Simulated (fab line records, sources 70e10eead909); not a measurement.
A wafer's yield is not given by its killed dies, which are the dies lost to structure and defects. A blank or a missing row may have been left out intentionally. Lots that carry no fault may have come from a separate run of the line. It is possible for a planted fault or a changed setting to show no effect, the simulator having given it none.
Matching of chambers + flow nandHarc + 4 sister chambers for NHARC_A_CHANNEL_FILL_D2_CMP_10 on cmp-03
The step polishes, target thk 150 nm. 18 wafers are shown with their chamber, then 9 later ones without.

== WAFERS, EACH WITH ITS CHAMBER ==
| wafer  | chamber | motorCurrentA (A) | timeToEndpointS (s) | slurryFlowMlMin |
|--------|---------|-------------------|---------------------|-----------------|
| L075.1 | 1       | 10.6              | 14.8                | 150.1           |
| L075.2 | 0       | 12.2              | 16.4                | 150.0           |
| L075.4 | 3       | 11.6              | 16.3                | 149.1           |
| L081.4 | 1       | 11.0              | 14.5                | 149.4           |
| L081.5 | 3       | 11.6              | 16.4                | 149.7           |
| L081.6 | 2       | 13.0              | 15.3                | 150.4           |
| L084.1 | 0       | 12.4              | 16.5                | 150.4           |
| L084.2 | 1       | 10.9              | 17.8                | 150.6           |
| L084.4 | 3       | 11.8              | 18.1                | 149.7           |
| L086.1 | 3       | 11.2              | 16.8                | 150.2           |
| L086.2 | 0       | 11.2              | 15.0                | 150.3           |
| L086.6 | 2       | 12.8              | 14.1                | 150.0           |
| L087.2 | 0       | 12.5              | 15.9                | 150.1           |
| L087.3 | 1       | 10.7              | 11.9                | 149.9           |
| L087.6 | 2       | 13.2              | 13.4                | 149.2           |
| L089.3 | 0       | 12.5              | 18.0                | 149.9           |
| L089.4 | 2       | 12.9              | 15.4                | 150.3           |
| L089.5 | 1       | 10.9              | 15.1                | 150.6           |

SIGNATURES, as means of the wafers listed above
| reading         | chamber 0 | chamber 1 | chamber 2 | chamber 3 | scatter within a chamber |
|-----------------|-----------|-----------|-----------|-----------|--------------------------|
| motorCurrentA   | 12.160    | 10.820    | 12.975    | 11.550    | 0.338                    |
| timeToEndpointS | 16.360    | 14.820    | 14.550    | 16.900    | 1.39                     |
| slurryFlowMlMin | 150.140   | 150.120   | 149.975   | 149.675   | 0.439                    |
Rule: distance of a wafer from a chamber = root of the sum over the readings of ((wafer's reading minus chamber's mean) / reading's scatter) squared. If the next closest chamber is less than 2 further off than the closest, the wafer can't be placed; otherwise it belongs to the closest. The scatter: the root of (the sum of the squares of (reading less its chamber's mean) over the shown wafers, divided by (wafers less chambers)).

== WAFERS WITH NO CHAMBER GIVEN ==
| wafer  | motorCurrentA (A) | timeToEndpointS (s) | slurryFlowMlMin |
|--------|-------------------|---------------------|-----------------|
| L090.1 | 10.3              | 10.3                | 148.9           |
| L090.5 | 11.3              | 11.5                | 149.2           |
| L090.6 | 12.9              | 9.3                 | 150.0           |
| L093.1 | 12.2              | 14.0                | 149.9           |
| L093.2 | 11.9              | 16.6                | 150.2           |
| L093.4 | 10.4              | 15.9                | 151.0           |
| L096.4 | 13.5              | 14.6                | 149.9           |
| L096.5 | 11.7              | 15.4                | 149.7           |
| L096.6 | 11.1              | 13.0                | 150.0           |

== WHICH CHAMBER EACH ONE RAN IN ==
| wafer  | from the rows above          | in truth |
|--------|------------------------------|----------|
| L090.1 | can't be placed: 1 or 3      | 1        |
| L090.5 | can't be placed: 1 or 3 or 0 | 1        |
| L090.6 | can't be placed: 2 or 0      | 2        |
| L093.1 | can't be placed: 0 or 2 or 3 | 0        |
| L093.2 | can't be placed: 0 or 3      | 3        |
| L093.4 | 1                            | 1        |
| L096.4 | 2                            | 2        |
| L096.5 | can't be placed: 3 or 0 or 1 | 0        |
| L096.6 | can't be placed: 1 or 3      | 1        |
Placed correctly: 2 of 9. Cannot be placed on the basis of these rows: 7; the candidates contain the true chamber in 7. Wrongly placed: 0.
